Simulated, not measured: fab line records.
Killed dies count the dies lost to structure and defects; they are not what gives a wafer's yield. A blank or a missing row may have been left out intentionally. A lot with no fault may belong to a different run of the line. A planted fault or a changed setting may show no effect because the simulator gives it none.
Which tool is to blame?	flow nand_harc	24 lots with 72 wafers sampled at 6 steps, on a route of 1302 steps

== WHAT THE GAUGES READ, wafer by wafer ==
NHARC_P_M2_CD_MEAS_09: the cd target is 170 nm.
lot	measured	on	cd_nm (nm)
L074	day 6 14:39	cd_sem-02	170.8 169.2 170.3
L075	day 6 22:25	cd_sem-01	168.3 170.4 167.5
L076	day 7 02:43	cd_sem-03	168.8 168.7 168.2
L077	day 7 21:32	cd_sem-03	171.0 169.9 170.1
L078	day 7 22:40	cd_sem-03	169.7 167.3 169.3
L079	day 8 16:02	cd_sem-03	168.0 168.9 169.1
L080	day 8 21:25	cd_sem-01	170.8 169.7 168.3
L081	day 9 07:47	cd_sem-02	168.3 169.4 170.0
L082	day 9 15:24	cd_sem-01	169.6 169.9 170.4
L083	day 10 09:04	cd_sem-03	169.5 169.8 170.0
L084	day 10 15:58	cd_sem-03	167.4 169.7 169.7
L085	day 11 01:16	cd_sem-02	168.9 169.9 169.6
L086	day 11 06:48	cd_sem-03	168.5 169.5 169.6
L087	day 12 06:16	cd_sem-02	168.8 170.0 169.7
L088	day 12 08:07	cd_sem-01	170.3 169.6 169.2
L089	day 12 11:32	cd_sem-03	167.5 170.1 169.6
L090	day 13 02:57	cd_sem-03	170.0 168.9 168.1
L091	day 13 08:17	cd_sem-02	169.7 169.9 170.8
L092	day 14 01:26	cd_sem-02	170.4 170.1 170.4
L093	day 14 01:38	cd_sem-01	170.1 169.4 168.8
L094	day 14 22:18	cd_sem-02	169.3 168.9 168.6
L095	day 15 01:52	cd_sem-02	169.8 170.8 170.8
L096	day 15 15:04	cd_sem-03	170.4 168.8 170.6
L097	day 16 06:56	cd_sem-02	167.6 169.1 169.7

NHARC_P_M2_THK_MEAS_24: measures by xrf.
lot	measured	on	thk_nm (nm)
L074	day 6 17:17	film_metro-02	145.6 143.8 144.6
L075	day 7 01:01	film_metro-02	143.5 145.1 141.0
L076	day 7 05:19	film_metro-02	143.4 142.6 143.7
L077	day 8 00:21	film_metro-02	143.5 145.9 144.3
L078	day 8 01:17	film_metro-01	142.2 142.0 144.1
L079	day 8 18:43	film_metro-01	146.9 141.7 144.2
L080	day 9 02:14	film_metro-02	140.2 142.9 143.4
L081	day 9 10:25	film_metro-01	142.5 146.7 143.1
L082	day 9 18:10	film_metro-02	143.8 141.0 143.7
L083	day 10 11:49	film_metro-02	144.6 139.7 146.8
L084	day 10 18:35	film_metro-01	146.0 145.2 141.2
L085	day 11 03:52	film_metro-01	147.6 145.8 143.9
L086	day 11 09:26	film_metro-02	142.5 142.6 141.8
L087	day 12 08:56	film_metro-02	144.2 144.1 145.5
L088	day 12 10:50	film_metro-02	143.9 142.2 145.8
L089	day 12 14:08	film_metro-02	146.6 145.4 144.1
L090	day 13 05:33	film_metro-01	143.3 147.1 143.8
L091	day 13 10:53	film_metro-01	143.3 141.7 144.1
L092	day 14 04:09	film_metro-01	141.9 144.0 147.2
L093	day 14 04:21	film_metro-02	144.2 144.1 142.4
L094	day 15 00:56	film_metro-02	144.7 145.4 143.8
L095	day 15 04:31	film_metro-02	141.7 146.9 144.0
L096	day 15 17:49	film_metro-02	143.1 143.8 143.7
L097	day 16 09:34	film_metro-02	142.3 143.1 145.8

== EACH LOT AND THE TOOL THAT RAN IT (in order: tool; ch and the chambers of the sampled wafers; start) ==
lot	NHARC_P_M1_ANNEAL_31	NHARC_P_M2_ETCH_35	NHARC_P_M2_STRIP_18	NHARC_P_M2_DEGAS_29
L074	rtp_anneal-02 ch 0, day 6 12:19	rie_diel-13 ch 0,1, day 6 14:55	rie_diel-01 ch 0,3, day 6 15:13	pvd_sputter-02, day 6 15:54
L075	rtp_anneal-02 ch 0, day 6 20:13	rie_diel-01 ch 0,2,3, day 6 22:41	rie_diel-01 ch 0,3, day 6 22:59	pvd_sputter-02, day 6 23:38
L076	rtp_anneal-02 ch 0, day 7 00:29	rie_diel-01 ch 0,1, day 7 02:59	rie_diel-01 ch 0,3, day 7 03:17	pvd_sputter-02, day 7 03:55
L077	rtp_anneal-02 ch 0, day 7 19:10	rie_diel-09 ch 0,1,2, day 7 21:49	rie_diel-01 ch 0,2,3, day 7 22:08	pvd_sputter-01, day 7 22:45
L078	rtp_anneal-01 ch 0, day 7 20:17	rie_diel-09 ch 1,2,3, day 7 22:56	rie_diel-01 ch 0,2,3, day 7 23:14	pvd_sputter-02, day 7 23:53
L079	rtp_anneal-02 ch 0, day 8 13:53	rie_diel-09 ch 0,1,2, day 8 16:19	rie_diel-13 ch 1,2,3, day 8 16:37	pvd_sputter-02, day 8 17:16
L080	rtp_anneal-02 ch 0, day 8 19:15	rie_diel-01 ch 0,2,3, day 8 21:41	rie_diel-13 ch 1,2, day 8 21:58	pvd_sputter-02, day 8 22:37
L081	rtp_anneal-01 ch 0, day 9 05:33	rie_diel-13 ch 0,2,3, day 9 08:04	rie_diel-01 ch 0,2, day 9 08:22	pvd_sputter-01, day 9 08:59
L082	rtp_anneal-02 ch 0, day 9 13:14	rie_diel-13 ch 0,1,2, day 9 15:41	rie_diel-13 ch 0,2,3, day 9 16:10	pvd_sputter-01, day 9 16:46
L083	rtp_anneal-02 ch 0, day 10 06:59	rie_diel-01 ch 1,2,3, day 10 09:21	rie_diel-01 ch 0,3, day 10 09:38	pvd_sputter-03, day 10 10:17
L084	rtp_anneal-01 ch 0, day 10 13:53	rie_diel-01 ch 0,1,3, day 10 16:15	rie_diel-09 ch 1,2,3, day 10 16:35	pvd_sputter-02, day 10 17:11
L085	rtp_anneal-01 ch 0, day 10 23:06	rie_diel-13 ch 0,1, day 11 01:32	rie_diel-09 ch 0,3, day 11 01:50	pvd_sputter-02, day 11 02:30
L086	rtp_anneal-02 ch 0, day 11 04:36	rie_diel-09 ch 0,2,3, day 11 07:05	rie_diel-01 ch 1,2,3, day 11 07:22	pvd_sputter-01, day 11 08:03
L087	rtp_anneal-02 ch 0, day 12 04:09	rie_diel-01 ch 0,2,3, day 12 06:32	rie_diel-13 ch 1,2,3, day 12 06:52	pvd_sputter-01, day 12 07:33
L088	rtp_anneal-01 ch 0, day 12 05:40	rie_diel-01 ch 1,3, day 12 08:23	rie_diel-01 ch 1,3, day 12 08:41	pvd_sputter-01, day 12 09:26
L089	rtp_anneal-01 ch 0, day 12 09:20	rie_diel-01 ch 0,2, day 12 11:49	rie_diel-13 ch 2,3, day 12 12:08	pvd_sputter-03, day 12 12:44
L090	rtp_anneal-02 ch 0, day 13 00:44	rie_diel-13 ch 1,2,3, day 13 03:14	rie_diel-01 ch 1,2, day 13 03:31	pvd_sputter-01, day 13 04:09
L091	rtp_anneal-01 ch 0, day 13 06:05	rie_diel-01 ch 2,3, day 13 08:34	rie_diel-13 ch 0,1, day 13 08:53	pvd_sputter-03, day 13 09:30
L092	rtp_anneal-02 ch 0, day 13 23:16	rie_diel-01 ch 0,2, day 14 01:44	rie_diel-01 ch 0,2,3, day 14 02:04	pvd_sputter-03, day 14 02:46
L093	rtp_anneal-01 ch 0, day 13 23:31	rie_diel-13 ch 0,1,2, day 14 01:56	rie_diel-13 ch 0,1,2, day 14 02:15	pvd_sputter-02, day 14 02:57
L094	rtp_anneal-02 ch 0, day 14 20:20	rie_diel-09 ch 0,2,3, day 14 22:35	rie_diel-13 ch 0,1,3, day 14 22:55	pvd_sputter-01, day 14 23:33
L095	rtp_anneal-02 ch 0, day 14 23:43	rie_diel-01 ch 2,3, day 15 02:09	rie_diel-09 ch 0,2,3, day 15 02:32	pvd_sputter-03, day 15 03:07
L096	rtp_anneal-01 ch 0, day 15 12:56	rie_diel-13 ch 0,1,3, day 15 15:19	rie_diel-01 ch 0,2,3, day 15 15:39	pvd_sputter-02, day 15 16:20
L097	rtp_anneal-01 ch 0, day 16 04:44	rie_diel-13 ch 0,2,3, day 16 07:13	rie_diel-09 ch 0,2, day 16 07:32	pvd_sputter-02, day 16 08:09
- NHARC_P_M1_ANNEAL_31: time 90 s.
- NHARC_P_M2_ETCH_35: etches the open film in N2/H2, target depth 40 nm, overetch 12 nm, time 43.94 s.
- NHARC_P_M2_STRIP_18: strips in N2/H2.
- NHARC_P_M2_DEGAS_29: time 60 s.

== AS READ BY THE TOOLS THEMSELVES (means over the sampled wafers that have a number; for cases with no such wafer, the mark the record gives instead) ==
NHARC_P_M1_ANNEAL_31.
lot	tool	wafer_temp_C_max
L074	rtp_anneal-02	225.71
L075	rtp_anneal-02	225.83
L076	rtp_anneal-02	225.97
L077	rtp_anneal-02	225.84
L078	rtp_anneal-01	225.97
L079	rtp_anneal-02	225.58
L080	rtp_anneal-02	225.59
L081	rtp_anneal-01	225.73
L082	rtp_anneal-02	225.87
L083	rtp_anneal-02	225.81
L084	rtp_anneal-01	225.80
L085	rtp_anneal-01	226.11
L086	rtp_anneal-02	225.71
L087	rtp_anneal-02	225.81
L088	rtp_anneal-01	225.73
L089	rtp_anneal-01	226.05
L090	rtp_anneal-02	225.70
L091	rtp_anneal-01	226.00
L092	rtp_anneal-02	225.91
L093	rtp_anneal-01	226.36
L094	rtp_anneal-02	225.55
L095	rtp_anneal-02	225.85
L096	rtp_anneal-01	226.45
L097	rtp_anneal-01	226.19

NHARC_P_M2_ETCH_35.
lot	tool	drypump_motor_current_A (A)	n2_flow_sccm (sccm)	oes_product_au (a.u.)	rf_vpp_V (V)	showerhead_plenum_p_Torr (Torr)	throttle_valve_pct (%)
L074	rie_diel-13	5.7	149.8	1.007	432.0	2.10	14.175
L075	rie_diel-01	5.2	150.5	0.996	432.8	2.11	14.173
L076	rie_diel-01	5.2	149.9	1.005	429.7	1.99	14.168
L077	rie_diel-09	5.7	150.0	1.003	429.8	2.03	14.178
L078	rie_diel-09	6.1	150.2	1.016	430.7	2.05	14.165
L079	rie_diel-09	5.7	149.9	1.018	429.2	2.03	14.172
L080	rie_diel-01	5.2	150.1	1.002	432.0	2.11	14.174
L081	rie_diel-13	5.3	149.7	0.987	432.5	2.12	14.169
L082	rie_diel-13	5.6	150.2	0.990	432.5	2.11	14.167
L083	rie_diel-01	5.5	149.8	0.993	431.4	2.09	14.169
L084	rie_diel-01	5.2	149.9	0.997	432.2	2.04	14.172
L085	rie_diel-13	5.7	150.2	0.987	432.3	2.10	14.170
L086	rie_diel-09	5.6	150.0	1.010	431.0	2.05	14.166
L087	rie_diel-01	5.2	149.8	0.994	431.2	2.11	14.168
L088	rie_diel-01	5.1	150.1	0.992	431.8	2.08	14.170
L089	rie_diel-01	5.3	150.1	1.000	430.2	2.06	14.163
L090	rie_diel-13	5.4	150.1	0.986	430.4	2.04	14.174
L091	rie_diel-01	5.2	149.9	0.990	433.6	2.15	14.174
L092	rie_diel-01	5.3	149.2	0.995	432.0	2.06	14.170
L093	rie_diel-13	5.6	149.9	0.983	432.5	2.11	14.178
L094	rie_diel-09	5.6	150.0	1.005	430.6	2.05	14.168
L095	rie_diel-01	5.5	149.9	0.991	432.6	2.15	14.171
L096	rie_diel-13	5.5	150.1	0.988	429.0	2.03	14.176
L097	rie_diel-13	5.3	149.8	0.993	433.2	2.11	14.172

NHARC_P_M2_STRIP_18.
lot	tool	drypump_motor_current_A (A)	n2_flow_sccm (sccm)	oes_product_au (a.u.)	rf_vpp_V (V)	showerhead_plenum_p_Torr (Torr)	throttle_valve_pct (%)
L074	rie_diel-01	4.8	150.2	1.007	91.5	2.10	14.166
L075	rie_diel-01	4.8	149.5	1.000	91.5	2.10	14.181
L076	rie_diel-01	4.9	150.3	1.012	91.6	2.06	14.170
L077	rie_diel-01	5.2	149.8	1.004	91.3	2.11	14.171
L078	rie_diel-01	5.2	149.7	1.001	90.9	2.11	14.171
L079	rie_diel-13	5.4	149.8	0.996	90.6	2.04	14.172
L080	rie_diel-13	5.6	150.3	0.985	90.6	2.04	14.174
L081	rie_diel-01	5.3	149.5	1.005	90.7	2.06	14.175
L082	rie_diel-13	5.3	149.8	0.996	91.5	2.12	14.173
L083	rie_diel-01	4.8	150.1	0.985	91.2	2.10	14.174
L084	rie_diel-09	6.1	149.6	1.011	90.8	2.05	14.162
L085	rie_diel-09	5.3	150.4	1.006	91.7	2.11	14.174
L086	rie_diel-01	5.5	150.4	0.993	91.0	2.09	14.173
L087	rie_diel-13	5.3	149.9	0.986	90.9	2.04	14.171
L088	rie_diel-01	5.1	150.2	1.003	91.5	2.08	14.176
L089	rie_diel-13	5.1	150.6	0.996	91.1	2.12	14.171
L090	rie_diel-01	5.8	149.8	1.000	90.2	2.08	14.173
L091	rie_diel-13	5.8	150.2	0.984	91.0	2.03	14.176
L092	rie_diel-01	5.2	150.3	0.992	90.7	2.10	14.174
L093	rie_diel-13	5.6	149.9	0.985	91.4	2.11	14.180
L094	rie_diel-13	5.5	150.3	0.989	90.5	2.03	14.172
L095	rie_diel-09	5.6	150.1	0.996	91.1	2.05	14.168
L096	rie_diel-01	5.2	150.3	0.988	91.6	2.10	14.171
L097	rie_diel-09	5.2	150.2	1.001	91.2	2.02	14.169

NHARC_P_M2_DEGAS_29.
lot	tool	heater_power_w (W)
L074	pvd_sputter-02	328
L075	pvd_sputter-02	332
L076	pvd_sputter-02	315
L077	pvd_sputter-01	335
L078	pvd_sputter-02	332
L079	pvd_sputter-02	338
L080	pvd_sputter-02	353
L081	pvd_sputter-01	321
L082	pvd_sputter-01	344
L083	pvd_sputter-03	346
L084	pvd_sputter-02	330
L085	pvd_sputter-02	327
L086	pvd_sputter-01	335
L087	pvd_sputter-01	323
L088	pvd_sputter-01	310
L089	pvd_sputter-03	353
L090	pvd_sputter-01	303
L091	pvd_sputter-03	362
L092	pvd_sputter-03	352
L093	pvd_sputter-02	324
L094	pvd_sputter-01	323
L095	pvd_sputter-03	342
L096	pvd_sputter-02	332
L097	pvd_sputter-02	327

== THE ANSWER, worked out from the rows above alone ==
Rule: usual is defined by the lots themselves. Put in order of their means at a reading, lots are off if they are a third of the lots or fewer, leave a main group of 4 or more, and stand apart from it by a gap of 3 or more times the standard deviation of the main group's means; of several such gaps the widest counts. The tables above print the reading to a certain number of digits; a main group whose means all agree to those digits is not used. Also off: a lot with no number at a reading for which 4 or more lots have one. Where the step has rows for the other lots, those lots are counted as sound. The gauges are gone through in route order, then the tools' own readings, and for those a lot's mean is taken as printed above. At the first step where some lot is off, the reading lying furthest off is the one used; lots without a number count as furthest.
Across all readings shown, no lot is off: no conclusion can be drawn from this.

== WHAT THE SIMULATOR HAD INSERTED ==
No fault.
